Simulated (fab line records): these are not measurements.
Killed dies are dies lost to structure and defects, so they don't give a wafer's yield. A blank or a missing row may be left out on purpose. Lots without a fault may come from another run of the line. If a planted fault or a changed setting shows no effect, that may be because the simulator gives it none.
Chamber matching || flow nand-harc || NHARC_A_STAIRCASE_ETCH_271 on rie-diel-12: 4 sister chambers
The step etches the open film in CF4/CHF3. 4 wafers are shown with their chamber, then 8 later ones without.

EACH WAFER AND ITS CHAMBER
{"wafer": "L079.2", "chamber": 1, "drypump-motor-current-A (A)": 5.6}
{"wafer": "L080.1", "chamber": 3, "drypump-motor-current-A (A)": 5.5}
{"wafer": "L082.1", "chamber": 0, "drypump-motor-current-A (A)": 5.5}
{"wafer": "L089.1", "chamber": 2, "drypump-motor-current-A (A)": 5.2}

WAFERS WITHOUT THEIR CHAMBER
{"wafer": "L089.3", "drypump-motor-current-A (A)": 5.5}
{"wafer": "L089.6", "drypump-motor-current-A (A)": 5.4}
{"wafer": "L090.1", "drypump-motor-current-A (A)": 5.6}
{"wafer": "L090.3", "drypump-motor-current-A (A)": 5.2}
{"wafer": "L090.6", "drypump-motor-current-A (A)": 5.2}
{"wafer": "L096.2", "drypump-motor-current-A (A)": 5.7}
{"wafer": "L096.4", "drypump-motor-current-A (A)": 5.5}
{"wafer": "L096.6", "drypump-motor-current-A (A)": 5.5}

EACH ONE'S CHAMBER
{"wafer": "L089.3", "from the rows above": "can't be placed: 0 or 3 or 1", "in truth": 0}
{"wafer": "L089.6", "from the rows above": "can't be placed: 0 or 3 or 1", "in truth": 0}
{"wafer": "L090.1", "from the rows above": "can't be placed: 1 or 0 or 3", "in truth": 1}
{"wafer": "L090.3", "from the rows above": 2, "in truth": 2}
{"wafer": "L090.6", "from the rows above": 2, "in truth": 2}
{"wafer": "L096.2", "from the rows above": "can't be placed: 1 or 0 or 3", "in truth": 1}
{"wafer": "L096.4", "from the rows above": "can't be placed: 0 or 3 or 1", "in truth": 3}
{"wafer": "L096.6", "from the rows above": "can't be placed: 0 or 3 or 1", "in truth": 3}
2 of 8 placed correctly. Cannot be placed on the basis of these rows: 6; the candidates contain the true chamber in 6. Number placed wrongly: 0.
How it was worked out, from the rows above alone: a wafer's distance from a chamber is the root of the sum, over the readings, of the square of ((its reading less the chamber's mean) divided by the reading's scatter). If the next closest chamber is less than 2 further off than the closest, the wafer can't be placed; otherwise it belongs to the closest. For every chamber, the mean is computed from those of its wafers that are shown. The scatter: with one shown wafer a chamber, the root of the mean of the squares of how far each hidden wafer lies from its nearest shown one.
